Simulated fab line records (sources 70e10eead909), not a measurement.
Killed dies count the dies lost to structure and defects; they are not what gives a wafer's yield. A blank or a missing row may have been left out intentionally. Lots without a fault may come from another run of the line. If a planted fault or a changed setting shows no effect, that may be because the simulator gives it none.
Chamber matching    flow nand harc    NHARC_A_M1_ETCH_35 on rie diel-08: 4 sister chambers
The step etches the open film in N2/H2, target depth 40 nm, overetch 12 nm, time 43.94 s. 8 wafers are shown with their chamber, then 7 later ones without.

== WAFERS PAIRED WITH THEIR CHAMBERS ==
wafer   chamber  drypump motor current A (A)  rf vpp V (V)
L079.2  0        5.7                          428.2
L082.1  3        5.5                          433.6
L087.5  0        5.7                          428.4
L088.1  1        5.1                          427.7
L088.5  1        5.1                          428.0
L088.6  2        5.1                          431.5
L090.1  3        5.5                          433.6
L090.4  2        5.0                          430.3

== WAFERS WITH NO CHAMBER GIVEN ==
wafer   drypump motor current A (A)  rf vpp V (V)
L090.5  5.1                          431.6
L095.3  5.1                          430.9
L095.4  5.1                          428.1
L095.6  5.1                          431.4
L096.1  5.5                          432.8
L096.2  5.7                          428.9
L096.6  5.1                          432.1

== CHAMBER TAKEN BY EACH ==
wafer   from the rows above  in truth
L090.5  2                    2
L095.3  2                    2
L095.4  1                    1
L095.6  2                    2
L096.1  3                    3
L096.2  0                    0
L096.6  2                    2
Placed correctly: 7 of 7. Number that these rows cannot place: 0. Placed wrongly: 0.
How it was worked out, from the rows above alone: a wafer's distance from a chamber is the root of the sum, over the readings, of the square of ((its reading less the chamber's mean) divided by the reading's scatter). The wafer belongs to the nearest chamber; if the next one is less than 2 further off, it can't be placed. The mean given for a chamber averages the wafers shown for that chamber. The scatter is the square root of a quotient: the sum, over the shown wafers, of each reading's squared deviation from its chamber's mean, divided by wafers minus chambers.
